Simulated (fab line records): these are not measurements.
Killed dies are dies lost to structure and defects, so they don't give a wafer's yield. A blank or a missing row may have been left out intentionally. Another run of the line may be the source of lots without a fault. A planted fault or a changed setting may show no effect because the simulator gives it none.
Comparing a struck lot with a sound one :: flow n5 finfet :: 22 out of 1938 route steps
Sound: wafers L854.2, L854.4, L854.6. Struck: wafer L849.2. (L849.1 of the same lot was not struck and is left out.) The cause comes at the end.
At each step with rows: each side's tool, then ch and its chambers, then its first start. Under that, the readings that differ: sound wafers :: struck wafers :: difference of the means :: sigmas: that difference in standard deviations of wafers without a fault.
alike: readings whose means differ by less than 2 such deviations, and words and numbers that are the same on both sides. not compared: withheld readings, readings that some wafer has no value for, bounds like >300 that may hide the same value, and numbers for which the record gives no deviation and whose values overlap.
The two part at a step that has a row with sigmas, a row that says differs or no value, or rows on one side only. Numbers that have no deviation but don't overlap get no sigmas and don't part them. Lack of a reading on every wafer of one side parts them only where that side has two or more wafers.

N5_WELL_APT_CD_MEAS_08: target cd 200 nm.
  sound on cd sem-02 ch 0, day 6 01:43; struck on cd sem-03 ch 0, day 4 19:34
  alike: cd nm
N5_WELL_APT_OVL_MEAS_09:
  sound on overlay-01 ch 0, day 6 01:45; struck on overlay-02 ch 0, day 4 19:35
  alike: NWELL_OVL
N5_WELL_APT_INSPECT_10: inspects for defects (macro).
  sound on defect inspect-01, day 6 01:47; struck on defect inspect-01, day 4 19:37
  alike: raw defect count
N5_WELL_APT_DESCUM_13: chemistry O2, time 7.9 s.
  sound on rie diel-02 ch 0,2, day 6 01:52; struck on rie diel-04 ch 3, day 4 19:56
  alike: drypump motor current A, oes product au, rf vpp V, showerhead plenum p Torr, throttle valve pct
  not compared: rf hours counter h
then, 8 steps without rows for these wafers: N5_WELL_APT_IMPLANT_14; N5_WELL_APT_IMPLANT_15; N5_WELL_APT_STRIP_16 (strips in SPM, time 900 s); N5_WELL_APT_HMDS_18 (time 60 s); N5_WELL_APT_COAT_19 (resist thk 950 nm); N5_WELL_APT_EBR_21; N5_WELL_APT_SOFTBAKE_20 (time 60 s); N5_WELL_APT_EXPOSE_22 (exposes mask PWELL, defocus 0 nm, target cd 200 nm).
N5_WELL_APT_PEB_23: peb time 90 s.
  sound on litho track-04 ch 0, day 6 02:55; struck on litho track-03 ch 0, day 4 20:58
reading: heater power total W (W)
sound: 172.3 173.0 172.9
struck: 171.2
difference: -1.5
sigmas: -2
  alike: plate temp C
then, 2 steps without rows for these wafers: N5_WELL_APT_DEVELOP_24 (develop time 45 s); N5_WELL_APT_HARDBAKE_29 (time 120 s).
N5_WELL_APT_CD_MEAS_25: target cd 200 nm.
  sound on cd sem-03 ch 0, day 6 03:02; struck on cd sem-01 ch 0, day 4 21:05
reading: cd nm (nm)
sound: 201.9 201.3 204.3
struck: 211.1
difference: +8.6
sigmas: +5
N5_WELL_APT_OVL_MEAS_26:
  sound on overlay-02 ch 0, day 6 03:04; struck on overlay-01 ch 0, day 4 21:07
  alike: PWELL_OVL
N5_WELL_APT_INSPECT_27: inspects for defects (macro).
  sound on defect inspect-02, day 6 03:05; struck on defect inspect-02, day 4 21:08
  alike: raw defect count
N5_WELL_APT_DESCUM_30: chemistry O2, time 7.9 s.
  sound on rie diel-04 ch 1,2,3, day 6 03:07; struck on rie diel-02 ch 3, day 4 21:10
reading: model.WELL_APT.cd nm (nm)
sound: 201.9 201.3 204.2
struck: 211.1
difference: +8.6
sigmas: 
  alike: drypump motor current A, oes product au, rf vpp V, showerhead plenum p Torr, throttle valve pct
  not compared: rf hours counter h
then, 1 step without rows for these wafers: N5_WELL_APT_IMPLANT_31.
-- the record jumps here: 7 days lie between the struck wafers' starts before and after (it left off in module WELL_APT and takes up again in module BEOL_M4, whose first step shown is number 1111 of the route) --
N5_BEOL_M4_RC_MEAS_101:
  sound on prober-02 ch 0, day 13 13:45; struck on prober-01 ch 0, day 12 07:55
  alike: DIBL_N, DIBL_P, IOFF_N, IOFF_P, ION_N, ION_P, SS_N, SS_P, VT_N, VT_P
-- the record jumps here: 5 days lie between the struck wafers' starts before and after (it left off in module BEOL_M4 and takes up again in module PASSIVATION, whose first step shown is number 1936 of the route) --
N5_PASSIVATION_PROBE_49:
  rows exist in the record for the struck wafers here (prober-01, day 17 05:04), but not for the sound ones

## WHERE THEY PART
Last at N5_PASSIVATION_PROBE_49 as far as this record goes, first at N5_WELL_APT_PEB_23.

WHY: what had been put in by the simulator
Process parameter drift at N5_WELL_APT_PEB_23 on litho track-03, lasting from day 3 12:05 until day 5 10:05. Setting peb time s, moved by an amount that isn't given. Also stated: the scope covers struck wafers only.
